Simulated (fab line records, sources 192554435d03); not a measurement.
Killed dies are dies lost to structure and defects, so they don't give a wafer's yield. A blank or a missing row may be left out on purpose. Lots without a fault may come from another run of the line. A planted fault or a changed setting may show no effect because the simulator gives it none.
A struck lot beside a sound one | flow n5_finfet | 38 steps out of a route of 1938
Sound: wafers L985.2, L985.3, L985.4. Struck: wafer L994.2. (L994.4 of the same lot was not struck and is left out.) The cause comes at the end.
At each step with rows: each side's tool, then ch and its chambers, then its first start. Under that, the readings that differ: sound wafers | struck wafers | difference of the means | sigmas: that difference in standard deviations of wafers without a fault.
alike: readings whose means differ by less than 2 such deviations, and words and numbers that are the same on both sides. not compared: withheld readings, readings that some wafer has no value for, bounds like >300 that may hide the same value, and numbers for which the record gives no deviation and whose values overlap.
The two part at a step that has a row with sigmas, a row that says differs or no value, or rows on one side only. Numbers that don't overlap but have no deviation are shown without sigmas and don't part them. A reading that every wafer of one side lacks parts them only if that side has two wafers or more.

first, 9 steps without rows for these wafers: N5_SDB_ALD_29 (deposits SiNx, target thk 30 nm, pulse time 1 s, ald cycles 600); N5_SDB_CMP_30 (polishes, stops on poly-Si, t overpolish 1.54 s, target thk 30 nm); N5_DUMMY_REMOVAL_HM_STRIP_01 (strips SiNx in CH3F/O2, stops on poly-Si, target depth 4 nm, time 6.8 s); N5_DUMMY_REMOVAL_STRIP_10 (strips in N2/H2, time 40 s); N5_DUMMY_REMOVAL_PRECLEAN_07 (cleans in dHF, time 30 s); N5_DUMMY_REMOVAL_DUMMY_REMOVE_02 (chemistry TMAH, target poly-Si, stops on SiO2, target depth 142 nm, time 57 s, rinse time 30 s); N5_DUMMY_REMOVAL_PRECLEAN_08 (cleans in NF3:NH3, afs cycles 2, time 20 s, sublimation time 60 s); N5_DUMMY_REMOVAL_PRECLEAN_04 (cleans in DHF, time 37 s); N5_DUMMY_REMOVAL_SRD_05 (time 30 s).
N5_HKMG_FIN_IL_REGROW_00: material SiO2, chemistry O3, target thk 0.75 nm, time 30 s.
  sound on ald_hk-02 ch 0,2,3, day 6 13:05; struck on ald_hk-02 ch 0,1, day 8 13:25
then, 26 steps without rows for these wafers: N5_HKMG_FIN_HK_ALD_01 (deposits HfO2, target thk 1.6 nm, pulse time 3 s, purge time 3 s); N5_HKMG_FIN_HK_ANNEAL_02 (time 30 s); N5_HKMG_FIN_ALD_74 (deposits La2O3, target thk 0.5 nm, pulse time 6 s, co reactant pulse time 1 s); N5_HKMG_FIN_ALD_75 (deposits Al2O3, target thk 1 nm, co reactant pulse time 1 s); N5_HKMG_FIN_COAT_41 (time 60 s, resist thk 300 nm); N5_HKMG_FIN_COAT_42 (time 60 s, resist thk 35 nm); N5_HKMG_FIN_COAT_43 (resist thk 90 nm); N5_HKMG_FIN_EBR_45; N5_HKMG_FIN_SOFTBAKE_44 (time 60 s); N5_HKMG_FIN_EXPOSE_46 (exposes mask NDIPOLE); N5_HKMG_FIN_PEB_47 (peb time 60 s); N5_HKMG_FIN_DEVELOP_48 (develop time 30 s); N5_HKMG_FIN_DESCUM_53 (chemistry O2, time 7.9 s); N5_HKMG_FIN_ETCH_54 (etches SiARC in CF4, target depth 45.5 nm, time 75.8 s); N5_HKMG_FIN_ETCH_55 (etches SOC in N2/H2, target depth 240 nm, time 300 s); N5_HKMG_FIN_STRIP_56 (strips in N2/H2); N5_HKMG_FIN_STRIP_57 (strips in CF4); N5_HKMG_FIN_ETCH_58 (etches SOC in N2/H2, target depth 215.8 nm, time 741 s); N5_HKMG_FIN_STRIP_93 (strips SOC in N2/H2, time 20 s); N5_HKMG_FIN_WET_ETCH_76 (etches Al2O3 in dNH4OH, stops on La2O3, target depth 2.25 nm, rinse time 30 s); N5_HKMG_FIN_STRIP_60 (strips in N2/H2, time 360 s); N5_HKMG_FIN_WET_ETCH_77 (etches La2O3 in dHCl, stops on HfO2, target depth 2 nm); N5_HKMG_FIN_WET_ETCH_78 (etches Al2O3 in dNH4OH, stops on La2O3, target depth 4.5 nm, rinse time 30 s); N5_HKMG_FIN_ALD_79 (deposits TiN, target thk 1.5 nm, pulse time 1 s, purge time 3 s); N5_HKMG_FIN_CVD_62 (deposits a-Si from Si2H6, target thk 3 nm, time 20.8 s); N5_HKMG_FIN_RTA_80 (time 2 s).
-- the record jumps here: 4 days lie between the struck wafers' starts before and after (it left off in module HKMG_FIN and takes up again in module BEOL_M4, whose first step shown is number 1111 of the route) --
N5_BEOL_M4_RC_MEAS_101:
  sound on prober-02 ch 0, day 10 05:02; struck on prober-01 ch 0, day 12 10:13
  reading         | sound                | struck | difference | sigmas
  DIBL_N (mV/V)   | 36.2 38.5 38.9       | 33.8   | -4.1       | -3
  EOT_N           | 10.62 10.59 10.63    | 10.38  | -0.23      | -2
  EOT_P           | 10.53 10.60 10.56    | 10.17  | -0.39      | -4
  IGATE_N (nA/um) | 0.0125 0.0111 0.0114 | 0.0214 | +0.0097    | +5
  IGATE_P (nA/um) | 0.0038 0.0033 0.0034 | 0.0064 | +0.0029    | +5
  alike: DIBL_P, IOFF_N, IOFF_P, ION_N, ION_P, SS_N, SS_P, VT_N, VT_P
-- the record jumps here: 4 days lie between the struck wafers' starts before and after (it left off in module BEOL_M4 and takes up again in module PASSIVATION, whose first step shown is number 1936 of the route) --
N5_PASSIVATION_PROBE_49:
  sound on prober-02, day 14 11:40; struck on prober-01, day 16 16:56
  reading                  | sound          | struck | difference | sigmas
  defect_limited_yield (%) | 86.9 91.3 89.2 | 94.9   | +5.8       | +4
  killed_at_M0_to_M3       | 66 29 47       | 26     | -21        | -2
  killed_at_contacts       | 15 19 25       | 7      | -13        | -2
  killed_at_front_end      | 47 33 46       | 11     | -31        | -3
  killed_dies              | 155 103 127    | 60     | -68        | -4
  killed_open              | 89 70 80       | 44     | -36        | -3
  killed_short             | 62 30 40       | 15     | -29        | -3
  sort_bin_5_function (%)  | 7.2 6.3 6.5    | 2.8    | -3.9       | -4
  sort_n_pass              | 1025 1077 1053 | 1120   | +68        | +4
  sort_yield_pct (%)       | 86.9 91.3 89.2 | 94.9   | +5.8       | +4
  alike: killed_at_M4_up, killed_at_other, sort_bin_4_leakage, sort_bin_6_memory

WHERE THEY PART
First at N5_BEOL_M4_RC_MEAS_101; last, within this record, at N5_PASSIVATION_PROBE_49.

WHY: what the simulator had put in
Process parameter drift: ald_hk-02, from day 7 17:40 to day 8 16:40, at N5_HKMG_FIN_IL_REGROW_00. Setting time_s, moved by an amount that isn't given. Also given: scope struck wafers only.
